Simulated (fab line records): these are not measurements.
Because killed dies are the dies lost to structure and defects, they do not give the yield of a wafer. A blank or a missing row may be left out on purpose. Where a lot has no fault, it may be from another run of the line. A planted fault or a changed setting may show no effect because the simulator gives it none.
Chamber matching    flow nandHarc    3 sister chambers for NHARC_P_BONDPAD_CMP_32 on cmp-01
The step polishes SiCN, target thk 200 nm. 6 wafers are shown with their chamber, then 6 later ones without.

WAFERS PAIRED WITH THEIR CHAMBERS
wafer   chamber  motorCurrentA (A)
L090.1  0        10.8
L090.5  0        9.9
L091.3  2        13.1
L091.4  1        12.9
L091.5  2        12.9
L092.3  1        12.5

WAFERS MISSING THEIR CHAMBER
wafer   motorCurrentA (A)
L092.4  13.0
L092.6  12.7
L094.3  12.7
L094.4  10.3
L097.3  10.8
L097.5  10.8

CHAMBER TAKEN BY EACH
wafer   from the rows above      in truth
L092.4  can't be placed: 2 or 1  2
L092.6  can't be placed: 1 or 2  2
L094.3  can't be placed: 1 or 2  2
L094.4  0                        0
L097.3  0                        0
L097.5  0                        0
Correctly placed: 3 of 6. Unplaceable from these rows: 3, with the true chamber sitting among the candidates in 3. Placed wrongly: 0.
How it was worked out, from the rows above alone: a wafer's distance from a chamber is the root of the sum, over the readings, of the square of ((its reading less the chamber's mean) divided by the reading's scatter). The wafer belongs to the nearest chamber; if the next one is less than 2 further off, it can't be placed. The mean given for a chamber averages the wafers shown for that chamber. The scatter: take each reading less its chamber's mean, square it, sum over the shown wafers, divide by the number of wafers less the number of chambers, and take the root.
